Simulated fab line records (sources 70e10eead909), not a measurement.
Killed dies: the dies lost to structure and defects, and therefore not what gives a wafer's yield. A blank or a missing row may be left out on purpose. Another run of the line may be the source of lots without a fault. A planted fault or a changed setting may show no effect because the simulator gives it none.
fab line records	flow nand_harc
record lots=6	wafers=18	last_day=33
route steps=1302 shown THIN_TSV@1283 END@1302
lots with no fault: from the same line, run without faults
start_h: the number of hours between the record's first day and the start of the first shown wafer of the lot	wait_h: hours since the lot's step before	" repeats the value in the row above	L1.1+2: a row that stands for several wafers	- no value, or no start given	* or withheld: withheld	< > ~ a bound
route shown NAME@n: a module of which the file shows steps, and the number in the route of the first	usual: the fault-free wafers' mean and standard deviation	same: alike in all rows	chamber/n: place in a boat	sites: the reading at each site	_std_site: the standard deviation of these	_edge_site: inner sites' mean taken away from outer sites' mean	radius_mm: for every site, how far away it sits from the centre of the wafer	mask NAME#n: copy n	behind: tool/chamber where the wafer was last shaped	hold: what put the lot on hold/how long, in hours/how the hold closed	device: the transistor (n, p or np) that didn't switch	end of line: the tests these same wafers got at the end of their route	a step given without rows: its recipe and nothing more	killed: the dies lost at the first sort to structure and to defects; this is not the yield of the wafer	map: shows each die of a wafer: x if killed, . if not, _ if none is there
set.NAME: the setting as run; set.NAME@STEP: as run at that earlier step	model.NAME: the simulator's own value behind a step, which no gauge read
lots seen at some steps along the route; tables by step, rows by wafer
services: the hour from which a tool's chamber was out of use, counted from the record's first day as start_h (under 0 if before that day), plus the number of hours and why
## steps
# step NHARC_THIN_TSV_DEHYDRATE_25
# recipe temp_c=150	time_s=120
# step NHARC_THIN_TSV_HMDS_26
# recipe time_s=30
# step NHARC_THIN_TSV_COAT_27
# recipe spin_rpm=*
# step NHARC_THIN_TSV_SOFTBAKE_28
# recipe temp_c=122	time_s=95
# step NHARC_THIN_TSV_EBR_29
# step NHARC_THIN_TSV_EXPOSE_30
# recipe na=0.55	dose_mj=11.47	mask_id=PAD
# step NHARC_THIN_TSV_PEB_31
# recipe peb_temp_c=118	peb_time_s=85
# step NHARC_THIN_TSV_DEVELOP_32
# recipe time_s=70
# step NHARC_THIN_TSV_CD_MEAS_33
# recipe target_cd_nm=5000	landing_energy_ev=500
# usual cd_nm=5001/3.1
lot.wafer	tool	chamber	start_h	wait_h	cd_nm
L634.1	cd_sem-02	0	629.48	-	4998
L634.2	"	0	"	"	4999
L634.4	"	0	"	"	4994
L637.2	cd_sem-01	0	630.57	-	4999
L637.3	"	0	"	"	4998
L637.6	"	0	"	"	4997
L639.2	cd_sem-03	0	655.14	-	5003
L639.4	"	0	"	"	5000
L639.6	"	0	"	"	4999
L647.1	cd_sem-03	0	735.33	-	5004
L647.2	"	0	"	"	5005
L647.3	"	0	"	"	5005
L650.2	cd_sem-03	0	776.34	-	5002
L650.4	"	0	"	"	4999
L650.6	"	0	"	"	5001
L652.2	cd_sem-01	0	778.82	-	5003
L652.5	"	0	"	"	5001
L652.6	"	0	"	"	5002
# step NHARC_THIN_TSV_HARDBAKE_34
# recipe temp_c=125	time_s=80
# step NHARC_THIN_TSV_DESCUM_35
# recipe time_s=3	o2_flow_sccm=200	ar_flow_sccm=0	bias_power_w=0	chemistry=O2
# usual drypump_motor_current_A=5.7/0.49	o2_flow_sccm=199.9/0.64	oes_product_au=1.002/0.014	rf_vpp_V=57.8/0.8	showerhead_plenum_p_Torr=1.92/0.06	throttle_valve_pct=11.310/0.0092
lot.wafer	tool	chamber	start_h	wait_h	drypump_motor_current_A	o2_flow_sccm	oes_product_au	rf_hours_counter_h	rf_vpp_V	showerhead_plenum_p_Torr	throttle_valve_pct
L634.2	rie_diel-07	3	629.64	-	5.3	199.1	1.005	10.3	58.4	1.93	11.305
L634.4	"	0	"	"	6.0	200.6	1.019	9.0	58.3	1.83	11.315
L634.1	"	1	"	"	5.2	200.1	1.010	8.7	58.1	1.90	11.326
L637.3	rie_diel-10	3	630.74	-	6.4	200.0	1.006	1.4	57.2	2.00	11.304
L637.2	"	0	"	"	5.6	199.9	1.028	1.4	57.0	1.96	11.307
L637.6	"	2	"	"	5.7	199.4	1.001	-	57.0	1.84	11.323
L639.2	rie_diel-11	1	655.30	-	4.9	200.0	0.971	3.4	58.2	1.97	11.306
L639.4	"	3	"	"	5.5	199.7	0.997	2.6	59.1	2.03	11.318
L639.6	"	1	"	"	4.9	199.0	0.991	-	58.7	1.97	11.321
L647.1	rie_diel-11	0	735.49	-	5.6	200.6	1.009	8.4	57.7	1.92	11.298
L647.3	"	1	"	"	4.9	199.8	0.978	8.6	57.4	1.97	11.316
L647.2	"	3	"	"	5.5	201.0	1.011	6.1	59.2	2.03	11.310
L650.2	rie_diel-11	0	776.50	-	5.6	200.2	0.998	11.2	56.6	1.92	11.317
L650.4	"	2	"	"	6.6	200.3	0.986	10.4	57.6	1.86	11.324
L650.6	"	0	"	"	5.6	199.8	0.993	-	58.2	1.92	11.315
L652.2	rie_diel-07	0	779.01	-	5.9	199.5	1.002	7.3	55.8	1.82	11.320
L652.5	"	1	"	"	5.2	200.4	0.989	-	57.4	1.90	11.309
L652.6	"	2	"	"	5.9	200.0	1.013	-	58.3	1.88	11.310
# step NHARC_THIN_TSV_ETCH_59
# recipe target_depth_a=8800	icp_w=900	bias_w=100	Cl2_flow_sccm=60	bcl3_flow_sccm=30	time_s=138.1	chemistry=Cl2/BCl3
# usual drypump_motor_current_A=5.54/0.24	oes_product_au=1.003/0.012	run_length_s=159.5/0.32	throttle_valve_pct=22.265/0.0093
lot.wafer	tool	chamber	start_h	wait_h	drypump_motor_current_A	oes_product_au	rf_hours_counter_h	run_length_s	throttle_valve_pct
L634.2	rie_metal-01	0	629.77	0.1	5.37	1.001	0.4	159.5	22.288
L634.1	"	1	"	"	5.83	1.024	0.8	159.0	22.263
L634.4	"	0	"	"	5.38	0.998	-	159.5	22.264
L637.2	rie_metal-02	1	630.89	0.1	5.75	1.008	3.2	159.8	22.272
L637.3	"	0	"	"	5.72	1.000	-	159.2	22.254
L637.6	"	0	"	"	5.70	0.997	-	159.3	22.273
L639.2	rie_metal-03	0	655.43	0.1	5.29	0.996	1.8	159.5	22.276
L639.4	"	0	"	"	5.27	0.989	-	159.4	22.261
L639.6	"	0	"	"	5.30	0.994	-	159.6	22.268
L647.1	rie_metal-01	1	735.62	0.1	5.83	1.005	3.1	159.2	22.251
L647.2	"	0	"	"	5.38	0.984	2.6	159.4	22.275
L647.3	"	1	"	"	5.85	1.012	-	158.8	22.266
L650.2	rie_metal-03	0	776.63	0.1	5.33	0.993	1.3	159.3	22.266
L650.4	"	0	"	"	5.32	0.986	-	159.5	22.253
L650.6	"	0	"	"	5.31	1.003	-	159.3	22.268
L652.2	rie_metal-01	1	779.10	0.1	5.86	1.001	0.3	159.4	22.266
L652.6	"	1	"	"	5.83	1.005	-	158.9	22.265
L652.5	"	0	"	"	5.40	1.001	-	159.8	22.270
# step NHARC_THIN_TSV_ETCH_36
# recipe target_depth_a=650	over_etch_frac=0.3	time_s=18.571	ion_energy_ev=150	chemistry=Cl2/BCl3
# usual drypump_motor_current_A=5.52/0.25	oes_product_au=1.004/0.013	run_length_s=39.9/0.31
lot.wafer	tool	chamber	start_h	wait_h	drypump_motor_current_A	oes_product_au	rf_hours_counter_h	run_length_s
L634.1	rie_metal-01	1	630.03	0.2	5.83	1.000	1.0	39.2
L634.2	"	0	"	"	5.41	0.995	0.5	39.9
L634.4	"	0	"	"	5.40	0.993	-	39.9
L637.2	rie_metal-03	1	631.14	0.2	5.16	1.034	1.4	40.2
L637.3	"	0	"	"	5.25	1.008	-	35.2
L637.6	"	1	"	"	5.16	1.033	-	39.8
L639.2	rie_metal-03	0	655.69	0.2	5.27	0.998	2.0	35.3
L639.4	"	0	"	"	5.28	1.006	-	35.5
L639.6	"	0	"	"	5.27	1.005	-	35.7
L647.2	rie_metal-01	1	735.87	0.2	5.83	1.006	3.2	39.2
L647.1	"	0	"	"	5.37	0.976	2.7	39.9
L647.3	"	1	"	"	5.84	1.005	-	39.5
L650.2	rie_metal-03	0	776.88	0.2	5.31	0.995	1.4	40.2
L650.4	"	0	"	"	5.25	0.993	-	39.8
L650.6	"	0	"	"	5.30	0.988	-	40.2
L652.2	rie_metal-01	0	779.36	0.2	5.40	1.007	0.5	39.9
L652.5	"	0	"	"	5.39	1.007	-	40.3
L652.6	"	1	"	"	5.84	1.017	-	39.9
# step NHARC_THIN_TSV_STRIP_56
# recipe power_w=1500	temp_c=250	chemistry=O2
# usual drypump_motor_current_A=6.0/0.35	heater_power_w=321/21
lot.wafer	tool	chamber	start_h	wait_h	drypump_motor_current_A	heater_power_w	rf_hours_counter_h
L634.2	plasma_asher-02	0	630.13	0.1	6.4	329	3
L634.1	"	1	"	"	5.5	286	3
L634.4	"	1	"	"	5.6	279	-
L637.2	plasma_asher-01	0	631.24	0.1	6.2	339	20
L637.3	"	1	"	"	5.7	330	-
L637.6	"	1	"	"	5.7	327	-
L639.2	plasma_asher-01	1	655.83	0.1	5.7	320	26
L639.4	"	0	"	"	6.2	345	-
L639.6	"	1	"	"	5.7	322	-
L647.1	plasma_asher-01	1	735.97	0.1	5.7	338	8
L647.2	"	0	"	"	6.2	339	8
L647.3	"	1	"	"	5.7	324	-
L650.2	plasma_asher-02	0	777.03	0.1	6.4	325	36
L650.4	"	0	"	"	6.4	327	-
L650.6	"	0	"	"	6.4	324	-
L652.2	plasma_asher-01	1	779.46	0.1	5.7	327	16
L652.6	"	1	"	"	5.7	315	-
L652.5	"	0	"	"	6.2	339	-
# step NHARC_END_SORT_01
# recipe temp_c=25
# usual defect_limited_yield=89.9/2.9	killed_at_array=64/20	killed_at_other=0.7/1.1	killed_at_periphery=3.6/2.7	killed_dies=68/20	killed_open=2.8/1.9	killed_short=2.3/1.5
# same gross_dies=677
lot.wafer	tool	chamber	start_h	wait_h	defect_limited_yield[%]	killed_at_array	killed_at_other	killed_at_periphery	killed_dies	killed_open	killed_short
L634.1	prober-01	0	645.46	2.5	89.8	67	0	2	69	5	1
L634.2	prober-01	0	646.26	2.8	91.3	54	3	2	59	2	3
L634.4	prober-01	0	647.87	3.4	90.5	63	1	0	64	3	4
L639.2	prober-02	0	665.03	2.8	96.2	24	0	2	26	2	1
L639.4	prober-02	0	666.66	3.4	95.9	24	1	3	28	4	4
L639.6	prober-02	0	668.28	4.1	95.9	23	1	4	28	3	3
L650.2	prober-02	0	785.72	2.8	92.9	46	0	2	48	1	1
L650.4	prober-02	0	787.33	3.4	93.1	41	0	6	47	2	4
L650.6	prober-02	0	788.94	4.0	92.3	49	0	3	52	3	3
L652.2	prober-01	0	793.43	2.8	92.9	42	0	6	48	5	5
L652.5	prober-01	0	795.82	3.7	93.4	41	1	3	45	0	4
L652.6	prober-01	0	796.61	4.0	91.1	54	2	4	60	4	0
# killed by level:class
L634.1 A_CHANNEL_HOLE_D1:chamber_film_flake=40 A_CHANNEL_HOLE_D2:chamber_film_flake=8 A_CONTACT:chamber_film_flake=6 A_SLIT:chamber_film_flake=2 P_CONTACT:geometric_particle:open=1 A_DECK1_JOINT:geometric_particle:open=1 A_ONON_D2:geometric_particle:short=1 A_CHANNEL_FILL_D2:geometric_particle:open=1
L634.2 A_CHANNEL_HOLE_D1:chamber_film_flake=35 A_CHANNEL_HOLE_D2:chamber_film_flake=10 A_CONTACT:chamber_film_flake=3 A_CHANNEL_FILL_D1:chamber_film_flake=2 THIN_TSV:chamber_film_flake=2 P_M0:geometric_particle:open=1 A_CHANNEL_HOLE_D1:geometric_particle:open=1 A_ONON_D2:geometric_particle:short=1
L634.4 A_CHANNEL_HOLE_D1:chamber_film_flake=35 A_CHANNEL_HOLE_D2:chamber_film_flake=13 A_M0:geometric_particle:short=2 A_SLIT:chamber_film_flake=2 A_WL_FILL:chamber_film_flake=2 A_CONTACT:chamber_film_flake=2 A_SOURCE_PLATE:geometric_particle:open=1 A_ONON_D1:geometric_particle:short=1
L639.2 A_CHANNEL_HOLE_D1:chamber_film_flake=11 A_SLIT:chamber_film_flake=4 A_WL_FILL:chamber_film_flake=2 A_CONTACT:chamber_film_flake=2 P_CONTACT:geometric_particle:open=1 A_DECK1_JOINT:geometric_particle:short=1 A_M0:geometric_particle:open=1 P_BONDPAD:chamber_film_flake=1
L639.4 A_CONTACT:chamber_film_flake=7 A_STAIRCASE:chamber_film_flake=3 A_SLIT:chamber_film_flake=3 A_ONON_D1:geometric_particle:short=2 A_CHANNEL_HOLE_D1:chamber_film_flake=2 P_M0:geometric_particle:open=1 P_M2:geometric_particle:open=1 A_ONON_D2:geometric_particle:short=1
L639.6 A_CHANNEL_HOLE_D1:chamber_film_flake=8 P_BONDPAD:chamber_film_flake=3 A_SLIT:chamber_film_flake=2 A_CONTACT:chamber_film_flake=2 A_BONDPAD:chamber_film_flake=2 A_ONON_D1:geometric_particle:short=1 A_CHANNEL_HOLE_D1:geometric_particle:open=1 A_ONON_D2:geometric_particle:open=1
L650.2 A_CHANNEL_HOLE_D1:chamber_film_flake=15 A_SLIT:chamber_film_flake=12 A_STAIRCASE:chamber_film_flake=8 A_CONTACT:chamber_film_flake=8 A_DECK1_JOINT:chamber_film_flake=2 P_M0:geometric_particle:open=1 A_M0:geometric_particle:short=1 P_ZERO_WELL:chamber_film_flake=1
L650.4 A_CHANNEL_HOLE_D1:chamber_film_flake=14 A_STAIRCASE:chamber_film_flake=8 A_SLIT:chamber_film_flake=8 P_ZERO_WELL:chamber_film_flake=5 A_CONTACT:chamber_film_flake=4 A_CHANNEL_FILL_D2:geometric_particle:open=2 A_CHANNEL_HOLE_D2:chamber_film_flake=2 P_GATE:geometric_particle:short=1
L650.6 A_CHANNEL_HOLE_D1:chamber_film_flake=19 A_SLIT:chamber_film_flake=8 A_CONTACT:chamber_film_flake=6 A_STAIRCASE:chamber_film_flake=6 A_WL_FILL:geometric_particle:short=2 P_ZERO_WELL:chamber_film_flake=2 A_WL_FILL:chamber_film_flake=2 A_CHANNEL_FILL_D1:geometric_particle:open=1
L652.2 A_SLIT:chamber_film_flake=29 P_M2:chamber_film_flake=3 A_CHANNEL_FILL_D1:geometric_particle:open=2 A_CONTACT:chamber_film_flake=2 P_STI:geometric_particle:short=1 P_CONTACT:geometric_particle:short=1 P_M1:geometric_particle:short=1 A_SOURCE_PLATE:geometric_particle:short=1
L652.5 A_SLIT:chamber_film_flake=33 A_CONTACT:chamber_film_flake=4 P_M2:chamber_film_flake=2 P_M0:geometric_particle:short=1 A_STAIRCASE:geometric_particle:short=1 A_WL_FILL:geometric_particle:short=1 STARTING-WAFER:geometric_particle:short=1 A_CHANNEL_HOLE_D2:chamber_film_flake=1
L652.6 A_SLIT:chamber_film_flake=38 A_CONTACT:chamber_film_flake=6 A_WL_FILL:geometric_particle:open=2 P_M2:chamber_film_flake=2 A_CHANNEL_FILL_D1:chamber_film_flake=2 A_M1:chamber_film_flake=2 THIN_TSV:chamber_film_flake=2 P_M0:geometric_particle:open=1
## services
tool	chamber	start_h	hours	kind
rie_diel-11	-	609.50	9.0	pm
plasma_asher-02	-	618.41	0.4	repair
rie_diel-10	2	621.59	7.9	repair
rie_metal-02	-	631.07	9.0	pm
rie_diel-07	-	648.20	9.0	pm
plasma_asher-02	-	673.09	0.9	repair
rie_metal-03	-	696.00	9.0	pm
rie_metal-03	0	696.00	9.0	vent_cycle
rie_metal-03	1	696.00	9.0	vent_cycle
plasma_asher-01	-	696.08	9.0	pm
plasma_asher-01	0	696.08	9.0	vent_cycle
rie_diel-07	2	702.83	16.4	repair
rie_metal-03	0	705.00	-	clean
rie_metal-03	1	705.00	-	clean
rie_diel-11	3	708.37	4.5	repair
rie_metal-03	-	711.34	0.5	repair
rie_diel-10	3	716.70	12.4	repair
rie_metal-01	-	752.00	9.0	pm
rie_metal-01	0	752.00	9.0	vent_cycle
rie_metal-01	1	752.00	9.0	vent_cycle
rie_metal-01	0	761.00	-	clean
rie_metal-01	1	761.00	-	clean
rie_diel-10	-	773.50	9.0	pm
rie_diel-07	-	775.81	1.4	repair
## key
first_sign step=NHARC_THIN_TSV_ETCH_36	reading=run_length_s	direction=down	sigmas=14	usual=*	struck=*
effect none on later readings
met_at NHARC_THIN_TSV_ETCH_36
struck_wafers L637.3,L639.2,L639.4,L639.6
fault kind=process_parameter_drift	tool=rie_metal-03	chamber=0	onset_h=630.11	steps=NHARC_THIN_TSV_ETCH_36	channel=time_s	offset=*	shape=step	end_h=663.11	acts_in=*	stated=*
